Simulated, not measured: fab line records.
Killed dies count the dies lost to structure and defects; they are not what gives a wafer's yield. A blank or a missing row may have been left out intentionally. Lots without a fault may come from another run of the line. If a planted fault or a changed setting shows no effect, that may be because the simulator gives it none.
A struck lot beside a sound one :: flow nandHarc :: 14 out of 1302 route steps
Sound: the wafers L751.1, L751.3, L751.5. Struck: wafer L754.3 (left out: L754.6, a lot-mate that was not struck); the cause follows at the end.
Each step with rows lists, per side, the tool, then ch with its chambers, then its first start. Under that, the readings that differ: sound wafers :: struck wafers :: difference of the means :: sigmas: that difference in standard deviations of wafers without a fault.
alike: same words and numbers on both sides, and readings whose means sit less than 2 such deviations apart. not compared: any withheld reading, any reading some wafer has no value for, any bound like >300 that may hide the same value, and any number with overlapping values for which the record gives no deviation.
A row with sigmas, a row that says differs or no value, or rows on one side alone: a step with any of these is where the two part. Non-overlapping numbers with no deviation appear without sigmas and do not part them. A reading missing from all wafers of one side parts the sides only when that side holds two or more wafers.

first, 3 steps without rows for these wafers: NHARC_A_SLIT_EXPOSE_06 (exposes mask SLIT); NHARC_A_SLIT_PEB_07 (peb time 65 s); NHARC_A_SLIT_DEVELOP_08 (develop time 35 s).
NHARC_A_SLIT_CD_MEAS_09: the cd target is 300 nm.
  sound on cdSem-03 ch 0, day 21 11:58; struck on cdSem-03 ch 0, day 23 08:03
reading: cdNm (nm)
sound: 300.2 300.7 301.3
struck: 299.3
difference: -1.4
sigmas: -2
NHARC_A_SLIT_OVL_MEAS_10:
  sound: overlay-02 at day 21 12:04; struck: overlay-02 at day 23 08:08
  alike: overlayXNm, overlayYNm
NHARC_A_SLIT_INSPECT_11:
  sound: defectInspect-02 at day 21 12:05; struck: defectInspect-02 at day 23 08:10
  alike: rawDefectCount
NHARC_A_SLIT_DESCUM_14: chemistry O2, time 3 s.
  sound on rieDiel-02 ch 0,2, day 21 12:10; struck on rieDiel-01 ch 1, day 23 08:15
  alike: drypumpMotorCurrentA, oesProductAu, rfVppV, showerheadPlenumPTorr, throttleValvePct
  not compared: rfHoursCounterH
NHARC_A_SLIT_ETCH_24: etches the open film in CF4/CHF3, target depth 121 nm, time 60.5 s.
  sound on rieDiel-02 ch 0,1,2, day 21 12:15; struck on rieDiel-01 ch 2, day 23 08:49
reading: oesProductAu (a.u.)
sound: 0.977 0.980 0.949
struck: 0.922
difference: -0.047
sigmas: -2

reading: runLengthS (s)
sound: 81.6 81.1 82.1
struck: 82.4
difference: +0.8
sigmas: +2
  alike: drypumpMotorCurrentA, rfVppV, showerheadPlenumPTorr, throttleValvePct
  not compared: rfHoursCounterH
then, 1 step without rows for these wafers: NHARC_A_SLIT_ETCH_15 (etches the open film in O2/COS, target depth 6200 nm, time 1612 s).
NHARC_A_SLIT_ETCH_17: etches the open film in C4F8/O2/Ar, time 4254.5 s, target depth 20300 nm.
  sound on harEtch-01 ch 1, day 21 13:25; struck on harEtch-02 ch 1, day 23 13:32
reading: throttleValvePct (%)
sound: 32.049 32.049 32.031
struck: 32.066
difference: +0.023
sigmas: +3
  alike: drypumpMotorCurrentA, showerheadPlenumPTorr
  not compared: rfHoursCounterH, runLengthS
NHARC_A_SLIT_ETCH_26: etches the open film in C4F8/O2/Ar, time 90 s, target depth 400 nm.
  sound on harEtch-01 ch 1, day 21 17:03; struck on harEtch-02 ch 1, day 23 16:02
  alike: drypumpMotorCurrentA, runLengthS, showerheadPlenumPTorr, throttleValvePct
  not compared: rfHoursCounterH
then, 1 step without rows for these wafers: NHARC_A_SLIT_STRIP_28 (strips in O2/COS).
NHARC_A_SLIT_ETCH_29: etches the open film in CF4/O2, target depth 100 nm, overetch 10 nm, time 55 s.
  sound on rieDiel-01 ch 2,3, day 21 17:58; struck on rieDiel-02 ch 3, day 23 16:52
reading: runLengthS (s)
sound: 77.6 76.4 76.7
struck: 71.5
difference: -5.4
sigmas: -14
  alike: drypumpMotorCurrentA, oesProductAu, rfVppV, showerheadPlenumPTorr, throttleValvePct
  not compared: rfHoursCounterH
NHARC_A_SLIT_STRIP_18: strips in O2.
  sound on rieDiel-01 ch 2,3; struck on rieDiel-02 ch 2
  alike: drypumpMotorCurrentA, oesProductAu, rfVppV, showerheadPlenumPTorr, throttleValvePct
  not compared: rfHoursCounterH

## WHERE THEY PART
Earliest at NHARC_A_SLIT_CD_MEAS_09; latest, in this record, at NHARC_A_SLIT_ETCH_29. Later steps at which nothing parts them and some readings are alike: NHARC_A_SLIT_STRIP_18.

WHY: the cause the simulator had injected
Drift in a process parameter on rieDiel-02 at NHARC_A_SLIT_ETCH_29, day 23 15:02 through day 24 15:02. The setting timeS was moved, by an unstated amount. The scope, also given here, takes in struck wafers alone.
